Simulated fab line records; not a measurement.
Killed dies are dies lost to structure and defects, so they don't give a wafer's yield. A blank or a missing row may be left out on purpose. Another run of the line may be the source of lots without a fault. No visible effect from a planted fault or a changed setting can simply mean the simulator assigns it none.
fab line records -- flow n5_finfet
[record] lots = 9, wafers = 26, last_day = 17
route steps=1938 shown SPACER0@259 SD_EPI_N@275 SD_EPI_P@305 SD_ACTIVATION@334 PASSIVATION@1936
lots that met no fault: from a run of the same line without faults
start_h: the number of hours between the record's first day and the start of the first shown wafer of the lot -- wait_h: how many hours have passed since the lot's step before this one -- " repeats the value in the row above -- L1.1+2: several wafers, shown together as one row -- - either no value or no given start -- * or withheld: withheld -- < > ~ a bound
route shown NAME@n: names a module that has steps shown in the file, with the first one's number in the route -- usual: average and standard deviation across the fault-free wafers -- same: alike in all rows -- chamber/n: place in a boat -- sites: each site's reading -- _std_site: standard deviation of those values -- _edge_site: outer sites' mean less inner sites' -- radius_mm: for every site, how far away it sits from the centre of the wafer -- mask NAME#n: copy n -- behind: the most recent tool/chamber to have shaped the wafer -- hold: cause of the lot's hold/its duration in hours/its outcome -- device: whichever transistor did not switch (one of n, p or np) -- end of line: tests run on the same wafers once the route is complete -- a step with no rows: only its recipe -- killed: the dies lost at the first sort to structure and to defects; this is not the yield of the wafer -- map: shows each die of a wafer: x if killed, . if not, _ if none is there
set.NAME: the setting the step ran with; set.NAME@STEP: the setting that earlier step ran with -- model.NAME: the simulator's own value behind a step, which no gauge read
steps of the route over a sample of lots; a table a step, a row a wafer
services: the hour from which a tool's chamber was out of use, counted from the record's first day as start_h (under 0 if before that day), plus the number of hours and why
[[steps]]
[step N5_SPACER0_ALD_00]
[recipe] material = SiOCN, target_thk_a = 35, temp_c = 400, ald_precursor_family = alkyl-aminosilane, ald_co_reactant = O2/N2-plasma, pulse_time_s = 3, purge_time_s = 2, co_reactant_purge_time_s = 2, ald_cycles = 58, pressure_torr = 2
[usual] chamber_pressure_Torr = 2.000/0.0044, heater_power_w = 843/55, precursor_pulse_height_rel = 1.001/0.021
lot.wafer,tool,chamber,start_h,wait_h,chamber_pressure_Torr,heater_power_w,precursor_pulse_height_rel
L343.2,ald_sin-04,1,54.80,0.1,1.999,782,1.018
L343.3,ald_sin-04,3,54.80,0.1,1.993,830,0.995
L343.5,ald_sin-04,2,54.80,0.1,2.000,841,0.992
L344.1,ald_sin-03,3,60.36,0.1,2.007,888,1.007
L344.2,ald_sin-03,1,60.36,0.1,1.996,866,1.002
L344.6,ald_sin-03,2,60.36,0.1,1.995,768,1.003
L346.1,ald_sin-04,3,71.37,0.1,2.010,830,0.977
L346.3,ald_sin-04,2,71.37,0.1,2.006,850,1.027
L346.4,ald_sin-04,2,71.37,0.1,2.001,838,0.972
L345.2,ald_sin-04,0,71.90,0.1,1.998,952,1.003
L345.6,ald_sin-04,2,71.90,0.1,2.000,835,1.030
L347.1,ald_sin-04,2,80.32,0.1,2.000,826,0.999
L347.3,ald_sin-04,0,80.32,0.1,2.002,935,0.980
L347.6,ald_sin-04,3,80.32,0.1,2.000,856,1.025
L351.1,ald_sin-01,2,103.32,0.1,1.998,840,0.989
L351.2,ald_sin-01,3,103.32,0.1,2.007,883,1.014
L351.3,ald_sin-01,1,103.32,0.1,2.004,801,0.995
L352.1,ald_sin-01,3,107.58,0.1,2.001,873,0.971
L352.5,ald_sin-01,0,107.58,0.1,1.997,830,1.001
L352.6,ald_sin-01,1,107.58,0.1,2.000,798,0.996
L356.3,ald_sin-04,0,134.94,0.1,2.002,928,1.002
L356.5,ald_sin-04,0,134.94,0.1,1.996,939,0.973
L356.6,ald_sin-04,3,134.94,0.1,1.996,797,1.035
L360.2,ald_sin-04,1,155.71,0.1,2.003,774,1.029
L360.3,ald_sin-04,2,155.71,0.1,1.996,825,1.017
L360.6,ald_sin-04,3,155.71,0.1,2.005,807,1.043
[step N5_SD_EPI_N_ETCH_35]
[recipe] chemistry = N2/H2, target = SOC, overetch_a = 1080, mask_material = SiARC, temp_c = 40, ion_energy_ev = 100, source_w = 3000, bias_w = 133, pressure_mtorr = 20, time_s = 486, n2_flow_sccm = 200, h2_flow_sccm = 200
[usual] chamber_pressure_mTorr = 19.999/0.017, drypump_motor_current_A = 5.7/0.39, oes_product_au = 0.71/0.08, rf_vpp_V = 241.0/0.99, showerhead_plenum_p_Torr = 2.55/0.045, throttle_valve_pct = 23.81/0.2
lot.wafer,tool,chamber,start_h,wait_h,chamber_pressure_mTorr,drypump_motor_current_A,oes_product_au,rf_hours_counter_h,rf_vpp_V,showerhead_plenum_p_Torr,throttle_valve_pct
L343.2,rie_diel-06,1,55.81,0.0,19.998,5.8,0.86,2,240.7,2.63,23.66
L343.3,rie_diel-06,2,55.81,0.0,20.051,6.3,0.65,166,241.0,2.52,23.65
L343.5,rie_diel-06,1,55.81,0.0,19.997,5.7,0.85,-,241.5,2.63,23.67
L344.1,rie_diel-05,2,61.35,0.0,19.993,5.5,0.64,182,238.6,2.53,23.64
L344.2,rie_diel-05,1,61.35,0.0,20.002,5.4,0.68,137,240.2,2.54,23.94
L344.6,rie_diel-05,2,61.35,0.0,19.999,5.5,0.64,-,241.8,2.53,23.68
L346.1,rie_diel-02,0,72.42,0.0,20.001,5.2,0.65,192,242.9,2.61,24.09
L346.3,rie_diel-02,3,72.42,0.0,19.984,6.4,0.62,238,238.7,2.38,23.55
L346.4,rie_diel-02,2,72.42,0.0,19.974,5.8,0.82,13,241.5,2.59,23.76
L345.2,rie_diel-06,1,72.95,0.0,19.976,5.7,0.83,7,242.7,2.62,23.67
L345.6,rie_diel-06,0,72.95,0.0,19.999,5.8,0.88,-,242.3,2.59,24.01
L347.1,rie_diel-06,0,81.32,0.0,20.021,5.8,0.86,4,241.5,2.59,24.00
L347.3,rie_diel-06,2,81.32,0.0,20.017,6.3,0.66,175,242.3,2.52,23.66
L347.6,rie_diel-06,1,81.32,0.0,20.005,5.7,0.81,-,241.2,2.62,23.70
L351.1,rie_diel-05,3,104.20,0.0,19.998,5.3,0.83,7,241.2,2.61,24.02
L351.2,rie_diel-05,1,104.20,0.0,19.982,5.4,0.69,147,240.7,2.54,23.95
L351.3,rie_diel-05,0,104.20,0.0,20.008,6.2,0.66,145,241.0,2.53,23.94
L352.1,rie_diel-05,2,108.58,0.0,19.986,5.5,0.64,193,242.6,2.53,23.69
L352.5,rie_diel-05,2,108.58,0.0,20.020,5.5,0.64,-,240.2,2.53,23.69
L352.6,rie_diel-05,3,108.58,0.0,20.004,5.3,0.83,-,241.1,2.61,24.00
L356.3,rie_diel-02,3,135.94,0.0,20.004,6.4,0.88,1,243.7,2.69,23.12
L356.5,rie_diel-02,0,135.94,0.0,19.984,5.2,0.64,-,241.4,2.60,24.12
L356.6,rie_diel-02,3,135.94,0.0,20.004,6.4,0.87,-,242.2,2.69,23.12
L360.2,rie_diel-05,1,156.70,0.0,19.975,5.4,0.66,165,241.9,2.53,23.97
L360.3,rie_diel-05,0,156.70,0.0,20.018,6.2,0.65,162,241.7,2.52,23.98
L360.6,rie_diel-05,3,156.70,0.0,20.007,5.3,0.80,-,242.1,2.60,24.04
[step N5_SD_EPI_N_VAPOR_ETCH_50]
[recipe] chemistry = HCl, target = Si, temp_c = 775, time_s = 54, pressure_torr = 20, mode = isotropic
[usual] chamber_pressure_Torr = 20.01/0.044, throttle_valve_pct = 11.1/0.53
lot.wafer,tool,chamber,start_h,wait_h,chamber_pressure_Torr,throttle_valve_pct
L343.2,epi_rpcvd-01,0,57.71,0.4,19.98,10.6
L343.3,epi_rpcvd-01,0,57.71,0.4,20.03,11.0
L343.5,epi_rpcvd-01,0,57.71,0.4,20.06,10.8
L344.1,epi_rpcvd-01,0,62.87,0.4,20.00,10.4
L344.2,epi_rpcvd-01,0,62.87,0.4,19.97,10.5
L344.6,epi_rpcvd-01,0,62.87,0.4,20.06,10.3
L346.1,epi_rpcvd-04,0,73.82,0.3,19.97,11.6
L346.3,epi_rpcvd-04,0,73.82,0.3,20.00,11.7
L346.4,epi_rpcvd-04,0,73.82,0.3,19.92,11.7
L345.2,epi_rpcvd-01,0,74.51,0.4,20.04,10.5
L345.6,epi_rpcvd-01,0,74.51,0.4,20.00,10.5
L347.1,epi_rpcvd-01,0,82.72,0.3,20.02,10.4
L347.3,epi_rpcvd-01,0,82.72,0.3,19.97,10.6
L347.6,epi_rpcvd-01,0,82.72,0.3,19.99,10.5
L351.1,epi_rpcvd-01,0,105.61,0.3,20.01,10.5
L351.2,epi_rpcvd-01,0,105.61,0.3,19.96,10.6
L351.3,epi_rpcvd-01,0,105.61,0.3,19.90,10.8
L352.1,epi_rpcvd-04,0,109.98,0.3,19.98,11.7
L352.5,epi_rpcvd-04,0,109.98,0.3,19.96,11.6
L352.6,epi_rpcvd-04,0,109.98,0.3,19.92,11.6
L356.3,epi_rpcvd-04,0,137.40,0.2,19.95,11.7
L356.5,epi_rpcvd-04,0,137.40,0.2,19.99,11.7
L356.6,epi_rpcvd-04,0,137.40,0.2,19.93,11.8
L360.2,epi_rpcvd-04,0,158.14,0.3,20.06,11.5
L360.3,epi_rpcvd-04,0,158.14,0.3,20.08,11.8
L360.6,epi_rpcvd-04,0,158.14,0.3,20.05,11.6
[step N5_SD_EPI_N_LINER_46]
[recipe] material = SiNx, target_thk_a = 30, temp_c = 400, ald_precursor_family = SiH2I2, ald_co_reactant = N2/H2-plasma, pressure_torr = 2
[usual] chamber_pressure_Torr = 2.000/0.0046, heater_power_w = 868/73
lot.wafer,tool,chamber,start_h,wait_h,chamber_pressure_Torr,heater_power_w
L343.2,ald_sin-02,3,61.16,0.7,2.002,921
L343.3,ald_sin-02,1,61.16,0.7,1.997,964
L343.5,ald_sin-02,0,61.16,0.7,2.001,785
L344.1,ald_sin-04,3,65.80,0.3,1.998,853
L344.2,ald_sin-04,2,65.80,0.3,1.999,826
L344.6,ald_sin-04,0,65.80,0.3,1.997,970
L346.1,ald_sin-04,3,76.63,0.8,2.002,844
L346.3,ald_sin-04,1,76.63,0.8,1.995,775
L346.4,ald_sin-04,0,76.63,0.8,1.994,973
L345.2,ald_sin-02,3,77.99,0.8,1.997,924
L345.6,ald_sin-02,0,77.99,0.8,2.007,784
L347.1,ald_sin-02,1,84.94,0.2,1.999,935
L347.3,ald_sin-02,2,84.94,0.2,2.002,977
L347.6,ald_sin-02,3,84.94,0.2,1.994,913
L351.1,ald_sin-01,1,107.96,0.3,1.992,783
L351.2,ald_sin-01,0,107.96,0.3,1.999,813
L351.3,ald_sin-01,3,107.96,0.3,1.992,848
L352.1,ald_sin-02,2,112.24,0.2,2.000,970
L352.5,ald_sin-02,1,112.24,0.2,1.997,949
L352.6,ald_sin-02,0,112.24,0.2,1.999,786
L356.3,ald_sin-02,3,139.97,0.5,1.996,922
L356.5,ald_sin-02,2,139.97,0.5,1.998,966
L356.6,ald_sin-02,1,139.97,0.5,1.996,960
L360.2,ald_sin-02,0,160.39,0.2,1.998,793
L360.3,ald_sin-02,2,160.39,0.2,1.996,945
L360.6,ald_sin-02,3,160.39,0.2,2.000,936
[step N5_SD_EPI_N_INSPECT_26]
[recipe] inspect_instrument = darkfield, mode = post_epi
[usual] raw_defect_count = 216/39
lot.wafer,tool,chamber,start_h,wait_h,raw_defect_count
L343.2,defect_inspect-01,-,61.41,0.1,250
L343.3,defect_inspect-01,-,61.41,0.1,226
L343.5,defect_inspect-01,-,61.41,0.1,235
L344.1,defect_inspect-01,-,66.05,0.1,232
L344.2,defect_inspect-01,-,66.05,0.1,182
L344.6,defect_inspect-01,-,66.05,0.1,247
L346.1,defect_inspect-02,-,76.88,0.1,227
L346.3,defect_inspect-02,-,76.88,0.1,243
L346.4,defect_inspect-02,-,76.88,0.1,237
L345.2,defect_inspect-02,-,78.24,0.1,266
L345.6,defect_inspect-02,-,78.24,0.1,233
L347.1,defect_inspect-01,-,85.19,0.1,813
L347.3,defect_inspect-01,-,85.19,0.1,731
L347.6,defect_inspect-01,-,85.19,0.1,758
L351.1,defect_inspect-02,-,108.21,0.1,600
L351.2,defect_inspect-02,-,108.21,0.1,675
L351.3,defect_inspect-02,-,108.21,0.1,741
L352.1,defect_inspect-01,-,112.49,0.1,194
L352.5,defect_inspect-01,-,112.49,0.1,171
L352.6,defect_inspect-01,-,112.49,0.1,169
L356.3,defect_inspect-01,-,140.23,0.1,202
L356.5,defect_inspect-01,-,140.23,0.1,220
L356.6,defect_inspect-01,-,140.23,0.1,238
L360.2,defect_inspect-02,-,160.64,0.1,189
L360.3,defect_inspect-02,-,160.64,0.1,166
L360.6,defect_inspect-02,-,160.64,0.1,132
[step N5_SD_EPI_P_INSPECT_11]
[recipe] mode = adi, inspect_instrument = macro
[usual] raw_defect_count = 2.0/1.6
lot.wafer,tool,chamber,start_h,wait_h,raw_defect_count
L343.2,defect_inspect-02,-,61.86,0.0,5
L343.3,defect_inspect-02,-,61.86,0.0,0
L343.5,defect_inspect-02,-,61.86,0.0,3
L344.1,defect_inspect-02,-,66.50,0.0,0
L344.2,defect_inspect-02,-,66.50,0.0,0
L344.6,defect_inspect-02,-,66.50,0.0,1
L346.1,defect_inspect-02,-,77.34,0.0,2
L346.3,defect_inspect-02,-,77.34,0.0,1
L346.4,defect_inspect-02,-,77.34,0.0,2
L345.2,defect_inspect-01,-,78.57,0.0,1
L345.6,defect_inspect-01,-,78.57,0.0,1
L347.1,defect_inspect-02,-,85.64,0.0,>300
L347.3,defect_inspect-02,-,85.64,0.0,>300
L347.6,defect_inspect-02,-,85.64,0.0,>300
L351.1,defect_inspect-01,-,108.54,0.0,>300
L351.2,defect_inspect-01,-,108.54,0.0,>300
L351.3,defect_inspect-01,-,108.54,0.0,>300
L352.1,defect_inspect-01,-,112.94,0.0,1
L352.5,defect_inspect-01,-,112.94,0.0,2
L352.6,defect_inspect-01,-,112.94,0.0,6
L356.3,defect_inspect-01,-,140.68,0.0,0
L356.5,defect_inspect-01,-,140.68,0.0,1
L356.6,defect_inspect-01,-,140.68,0.0,0
L360.2,defect_inspect-02,-,160.97,0.0,3
L360.3,defect_inspect-02,-,160.97,0.0,1
L360.6,defect_inspect-02,-,160.97,0.0,0
[step N5_SD_EPI_P_INSPECT_26]
[recipe] inspect_instrument = darkfield, mode = post_epi
[usual] raw_defect_count = 182/35
lot.wafer,tool,chamber,start_h,wait_h,raw_defect_count
L343.2,defect_inspect-01,-,66.47,0.0,187
L343.3,defect_inspect-01,-,66.47,0.0,162
L343.5,defect_inspect-01,-,66.47,0.0,178
L344.1,defect_inspect-02,-,71.09,0.0,218
L344.2,defect_inspect-02,-,71.09,0.0,152
L344.6,defect_inspect-02,-,71.09,0.0,193
L346.1,defect_inspect-01,-,82.23,0.0,167
L346.3,defect_inspect-01,-,82.23,0.0,189
L346.4,defect_inspect-01,-,82.23,0.0,173
L345.2,defect_inspect-01,-,82.32,0.0,240
L345.6,defect_inspect-01,-,82.32,0.0,160
L347.1,defect_inspect-02,-,89.50,0.0,762
L347.3,defect_inspect-02,-,89.50,0.0,681
L347.6,defect_inspect-02,-,89.50,0.0,721
L351.1,defect_inspect-01,-,112.31,0.0,612
L351.2,defect_inspect-01,-,112.31,0.0,731
L351.3,defect_inspect-01,-,112.31,0.0,765
L352.1,defect_inspect-02,-,116.70,0.0,175
L352.5,defect_inspect-02,-,116.70,0.0,138
L352.6,defect_inspect-02,-,116.70,0.0,130
L356.3,defect_inspect-02,-,144.43,0.0,187
L356.5,defect_inspect-02,-,144.43,0.0,162
L356.6,defect_inspect-02,-,144.43,0.0,205
L360.2,defect_inspect-01,-,164.72,0.0,164
L360.3,defect_inspect-01,-,164.72,0.0,166
L360.6,defect_inspect-01,-,164.72,0.0,145
[step N5_SD_ACTIVATION_INSPECT_02]
[recipe] inspect_instrument = darkfield, mode = post_anneal
[usual] raw_defect_count = 183/34
lot.wafer,tool,chamber,start_h,wait_h,raw_defect_count
L343.2,defect_inspect-01,-,67.23,0.2,175
L343.3,defect_inspect-01,-,67.23,0.2,168
L343.5,defect_inspect-01,-,67.23,0.2,186
L344.1,defect_inspect-02,-,71.84,0.2,213
L344.2,defect_inspect-02,-,71.84,0.2,160
L344.6,defect_inspect-02,-,71.84,0.2,188
L346.1,defect_inspect-01,-,82.98,0.2,170
L346.3,defect_inspect-01,-,82.98,0.2,208
L346.4,defect_inspect-01,-,82.98,0.2,189
L345.2,defect_inspect-01,-,83.16,0.1,245
L345.6,defect_inspect-01,-,83.16,0.1,173
L347.1,defect_inspect-01,-,90.26,0.2,751
L347.3,defect_inspect-01,-,90.26,0.2,663
L347.6,defect_inspect-01,-,90.26,0.2,728
L351.1,defect_inspect-01,-,113.08,0.2,603
L351.2,defect_inspect-01,-,113.08,0.2,723
L351.3,defect_inspect-01,-,113.08,0.2,741
L352.1,defect_inspect-01,-,117.67,0.2,168
L352.5,defect_inspect-01,-,117.67,0.2,129
L352.6,defect_inspect-01,-,117.67,0.2,133
L356.3,defect_inspect-02,-,145.18,0.1,199
L356.5,defect_inspect-02,-,145.18,0.1,164
L356.6,defect_inspect-02,-,145.18,0.1,202
L360.2,defect_inspect-01,-,165.55,0.1,161
L360.3,defect_inspect-01,-,165.55,0.1,165
L360.6,defect_inspect-01,-,165.55,0.1,162
[step N5_PASSIVATION_PROBE_49]
[usual] defect_limited_yield = 91.6/1.4, killed_at_M0_to_M3 = 33/10, killed_at_M4_up = 13/5.3, killed_at_contacts = 13/5.9, killed_at_front_end = 36/12, killed_at_other = 4/3.1, killed_dies = 99/16, killed_open = 65/13, killed_short = 32/7.3, sort_bin_5_function = 4.9/0.9, sort_bin_6_memory = 3.1/0.66, sort_n_pass = 1081/17, sort_yield_pct = 91.6/1.4
[same] gross_dies = 1180, killed_at_back_side = 0, sort_bin_4_leakage[%] = 0, sort_bin_8_speed[%] = 0
lot.wafer,tool,chamber,start_h,wait_h,defect_limited_yield[%],killed_at_M0_to_M3,killed_at_M4_up,killed_at_contacts,killed_at_front_end,killed_at_other,killed_dies,killed_open,killed_short,sort_bin_5_function[%],sort_bin_6_memory[%],sort_n_pass,sort_yield_pct[%]
L344.1,prober-01,-,317.40,0.0,91.8,32,10,20,29,6,97,65,32,4.8,3.1,1083,91.8
L344.2,prober-01,-,317.45,0.1,92.5,25,12,12,35,5,89,49,39,4.6,2.5,1091,92.5
L344.6,prober-01,-,317.65,0.3,89.7,43,19,22,32,5,121,73,48,5.7,4.5,1059,89.7
L346.1,prober-01,-,331.51,0.0,88.4,21,18,16,76,6,137,82,52,6.9,4.5,1043,88.4
L347.3,prober-01,-,336.65,0.1,81.9,48,15,4,144,2,213,68,30,11.9,4.2,967,81.9
L347.6,prober-01,-,336.80,0.3,81.8,41,12,8,145,9,215,65,27,11.7,4.5,965,81.8
L351.1,prober-01,-,350.02,0.0,83.4,23,11,10,151,1,196,45,29,10.2,4.1,984,83.4
L351.2,prober-01,-,350.07,0.1,82.8,17,14,8,162,2,203,46,26,11.6,3.6,977,82.8
L352.1,prober-02,-,353.36,0.0,92.1,19,22,5,41,6,93,58,27,4.7,2.8,1087,92.1
L352.5,prober-02,-,353.56,0.2,91.9,31,27,3,28,6,95,62,33,4.5,3.3,1085,91.9
L352.6,prober-02,-,353.61,0.3,89.9,50,8,12,40,9,119,80,37,5.8,3.6,1061,89.9
// killed by level:class
L344.1 MOL_CONTACT_COAG:geometric_particle:open=18 BEOL_M0_SAQP:geometric_particle:open=11 BEOL_M0_SAQP:geometric_particle:short=9 DUMMY_GATE:geometric_particle:open=6 SPACER0:geometric_particle:open=4 BEOL_M3:geometric_particle:open=4 BEOL_M4:geometric_particle:open=4 STI_FIN_REVEAL:geometric_particle:open=3
L344.2 MOL_CONTACT_COAG:geometric_particle:open=11 BEOL_M0_SAQP:geometric_particle:short=11 BEOL_M0_SAQP:geometric_particle:open=8 STI_FIN_REVEAL:geometric_particle:open=7 STI_FIN_REVEAL:geometric_particle:short=5 DUMMY_GATE:geometric_particle:open=5 GATE_CUT:geometric_particle:short=4 STARTING-WAFER:geometric_particle:short=4
L344.6 BEOL_M0_SAQP:geometric_particle:short=14 MOL_CONTACT_COAG:geometric_particle:open=14 BEOL_M0_SAQP:geometric_particle:open=12 BEOL_M4:geometric_particle:open=10 MOL_CONTACT_COAG:geometric_particle:short=8 FIN_SAQP:geometric_particle:short=7 STI_FIN_REVEAL:geometric_particle:open=6 DUMMY_GATE:geometric_particle:open=6
L346.1 FIN_SAQP:geometric_particle:short=22 FIN_SAQP:geometric_particle:open=15 MOL_CONTACT_COAG:geometric_particle:open=13 BEOL_M4:geometric_particle:open=11 STI_FIN_REVEAL:geometric_particle:open=10 DUMMY_GATE:geometric_particle:open=7 BEOL_M2:geometric_particle:open=5 MOL_CONTACT_COAG:geometric_particle:short=3
L347.3 SD_EPI_N:unspecified=114 FIN_SAQP:geometric_particle:open=13 FIN_SAQP:geometric_particle:short=9 BEOL_M2:geometric_particle:open=9 BEOL_M0_SAQP:geometric_particle:open=8 BEOL_M0:geometric_particle:open=8 BEOL_M0_SAQP:geometric_particle:short=7 BEOL_M4:geometric_particle:open=6
L347.6 SD_EPI_N:unspecified=123 BEOL_M2:geometric_particle:open=15 BEOL_M0_SAQP:geometric_particle:open=10 FIN_SAQP:geometric_particle:open=9 BEOL_M4:geometric_particle:open=7 MOL_CONTACT_COAG:geometric_particle:open=6 FIN_SAQP:geometric_particle:short=5 BEOL_M0_SAQP:geometric_particle:short=5
L351.1 SD_EPI_N:unspecified=117 FIN_SAQP:geometric_particle:short=11 MOL_CONTACT_COAG:geometric_particle:open=7 BEOL_M0_SAQP:geometric_particle:open=7 BEOL_M0_SAQP:geometric_particle:short=7 STI_FIN_REVEAL:geometric_particle:open=6 BEOL_M2:geometric_particle:open=4 FIN_SAQP:geometric_particle:open=3
L351.2 SD_EPI_N:unspecified=129 FIN_SAQP:geometric_particle:short=9 MOL_CONTACT_COAG:geometric_particle:open=8 FIN_SAQP:geometric_particle:open=5 GATE_CUT:geometric_particle:short=5 BEOL_M0_SAQP:geometric_particle:open=5 BEOL_M2:geometric_particle:open=5 BEOL_M4:geometric_particle:open=5
L352.1 DUMMY_GATE:geometric_particle:open=7 FIN_SAQP:geometric_particle:open=5 STI_FIN_REVEAL:geometric_particle:open=5 BEOL_M4:geometric_particle:open=5 HKMG_FIN:area_etch=5 MOL_CONTACT_COAG:geometric_particle:open=4 BEOL_M1:geometric_particle:open=4 BEOL_M6:geometric_particle:open=4
L352.5 BEOL_M4:geometric_particle:open=14 BEOL_M0_SAQP:geometric_particle:open=8 STI_FIN_REVEAL:geometric_particle:open=6 BEOL_M0_SAQP:geometric_particle:short=6 BEOL_M4:geometric_particle:short=5 BEOL_M1:geometric_particle:open=5 BEOL_M3:geometric_particle:open=4 STARTING-WAFER:geometric_particle:open=4
L352.6 BEOL_M0_SAQP:geometric_particle:short=12 STI_FIN_REVEAL:geometric_particle:open=11 MOL_CONTACT_COAG:geometric_particle:open=10 BEOL_M2:geometric_particle:open=9 BEOL_M3:geometric_particle:open=8 BEOL_M0_SAQP:geometric_particle:open=7 BEOL_M1:geometric_particle:open=7 DUMMY_GATE:geometric_particle:open=5
[[services]]
tool,chamber,start_h,hours,kind
ald_sin-01,3,37.52,8.8,repair
ald_sin-01,-,54.47,0.6,repair
ald_sin-03,-,55.42,2.8,pm
ald_sin-04,1,65.57,9.8,repair
ald_sin-03,-,65.73,0.5,repair
rie_diel-05,3,66.19,7.2,repair
ald_sin-01,-,67.08,14.6,pm
rie_diel-06,0,67.14,4.2,repair
ald_sin-01,1,82.93,7.7,repair
ald_sin-04,-,85.55,14.0,pm
ald_sin-04,0,85.55,14.0,vent_cycle
ald_sin-04,1,85.55,14.0,vent_cycle
ald_sin-04,2,85.55,14.0,vent_cycle
ald_sin-04,3,85.55,14.0,vent_cycle
ald_sin-01,3,91.63,6.6,repair
rie_diel-02,2,98.10,16.2,repair
ald_sin-04,0,99.55,-,clean
ald_sin-04,1,99.55,-,clean
ald_sin-04,2,99.55,-,clean
epi_rpcvd-04,-,105.07,0.8,repair
ald_sin-02,-,106.72,1.6,repair
rie_diel-05,3,118.81,5.5,repair
rie_diel-02,0,153.84,5.9,repair
rie_diel-02,1,156.34,5.9,repair
[[key]]
[first_sign] step = N5_SD_EPI_N_INSPECT_26, reading = raw_defect_count, direction = up, sigmas = 13, usual = 216, struck = 720
[effect] step = N5_SD_EPI_P_INSPECT_11, reading = raw_defect_count, direction = up, sigmas = 99+, usual = 2.0, struck = >300
[effect] step = N5_SD_EPI_P_INSPECT_26, reading = raw_defect_count, direction = up, sigmas = 15, usual = 182, struck = 712
[effect] step = N5_SD_ACTIVATION_INSPECT_02, reading = raw_defect_count, direction = up, sigmas = 15, usual = 183, struck = 702
[effect] step = N5_PASSIVATION_PROBE_49, reading = killed_at_front_end, direction = up, sigmas = 9.7, usual = 36, struck = 150
[more_kills_born_at] N5_SD_EPI_N_VAPOR_ETCH_50@epi_rpcvd-01 = 483
met_at N5_SD_EPI_N_VAPOR_ETCH_50
struck_lots L347,L351
rows_end L347.1,L351.3
not_acting_at N5_SPACER0_ALD_00,N5_SD_EPI_N_ETCH_35,N5_SD_EPI_N_LINER_46
onset_between 74.51 82.72
[fault] kind = chamber_particle_source, tool = epi_rpcvd-01, chamber = -, onset_h = 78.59, steps = N5_SD_EPI_N_VAPOR_ETCH_50, rate_per_visit_cm2 = 0.83165
// rows_end: these wafers met a further fault down the route, and their rows from its step on are left out
